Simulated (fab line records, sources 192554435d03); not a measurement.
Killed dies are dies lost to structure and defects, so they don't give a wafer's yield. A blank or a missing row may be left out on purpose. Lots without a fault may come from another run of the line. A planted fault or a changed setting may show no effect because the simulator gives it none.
Chamber matching | flow n5_finfet | N5_HKMG_FIN_HK_ALD_01 on ald_hk-03: 4 sister chambers
The step deposits HfO2, target thk 1.6 nm, pulse time 3 s, purge time 3 s. 30 wafers are shown with their chamber, then 12 later ones without.

WAFERS WITH THEIR CHAMBER
wafer  | chamber | precursor_pulse_height_rel
L077.2 | 3       | 0.998
L077.3 | 2       | 1.005
L077.4 | 0       | 0.998
L079.1 | 3       | 0.999
L079.4 | 1       | 1.019
L079.6 | 0       | 1.000
L081.3 | 2       | 1.003
L081.5 | 1       | 1.005
L081.6 | 0       | 0.987
L082.1 | 2       | 0.980
L082.4 | 1       | 1.015
L082.6 | 1       | 0.974
L085.3 | 3       | 1.021
L085.5 | 3       | 1.014
L085.6 | 2       | 1.026
L086.1 | 2       | 1.022
L086.5 | 1       | 0.986
L086.6 | 0       | 0.994
L087.1 | 1       | 1.001
L087.2 | 0       | 0.980
L087.3 | 2       | 0.984
L088.2 | 0       | 0.983
L088.5 | 2       | 1.015
L088.6 | 1       | 0.956
L089.1 | 0       | 1.006
L089.4 | 1       | 1.046
L089.6 | 1       | 1.008
L090.2 | 3       | 1.013
L090.3 | 1       | 1.008
L090.6 | 0       | 1.037

SIGNATURES (means of the wafers above)
reading                    | chamber 0 | chamber 1 | chamber 2 | chamber 3 | scatter within a chamber
precursor_pulse_height_rel | 0.99812   | 1.00180   | 1.00500   | 1.00900   | 0.0198
Rule: a wafer's distance from a chamber is the root of the sum, over the readings, of the square of ((its reading less the chamber's mean) divided by the reading's scatter). The wafer belongs to the nearest chamber; if the next one is less than 2 further off, it can't be placed. The scatter: the root of (the sum of the squares of (reading less its chamber's mean) over the shown wafers, divided by (wafers less chambers)).

WAFERS WITHOUT THEIR CHAMBER
wafer  | precursor_pulse_height_rel
L093.1 | 1.035
L093.5 | 1.000
L093.6 | 1.022
L094.1 | 1.019
L094.3 | 0.981
L094.4 | 0.993
L095.2 | 1.007
L095.4 | 0.935
L095.5 | 0.982
L096.1 | 1.025
L096.3 | 1.005
L096.6 | 1.006

WHICH CHAMBER EACH WENT THROUGH
wafer  | from the rows above               | in truth
L093.1 | can't be placed: 3 or 2 or 1 or 0 | 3
L093.5 | can't be placed: 1 or 0 or 2 or 3 | 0
L093.6 | can't be placed: 3 or 2 or 1 or 0 | 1
L094.1 | can't be placed: 3 or 2 or 1 or 0 | 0
L094.3 | can't be placed: 0 or 1 or 2 or 3 | 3
L094.4 | can't be placed: 0 or 1 or 2 or 3 | 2
L095.2 | can't be placed: 2 or 3 or 1 or 0 | 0
L095.4 | can't be placed: 0 or 1 or 2 or 3 | 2
L095.5 | can't be placed: 0 or 1 or 2 or 3 | 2
L096.1 | can't be placed: 3 or 2 or 1 or 0 | 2
L096.3 | can't be placed: 2 or 1 or 3 or 0 | 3
L096.6 | can't be placed: 2 or 3 or 1 or 0 | 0
Placed correctly: 0 of 12. Can't be placed from these rows: 12 (the true chamber is among the candidates in 12). Placed wrongly: 0.
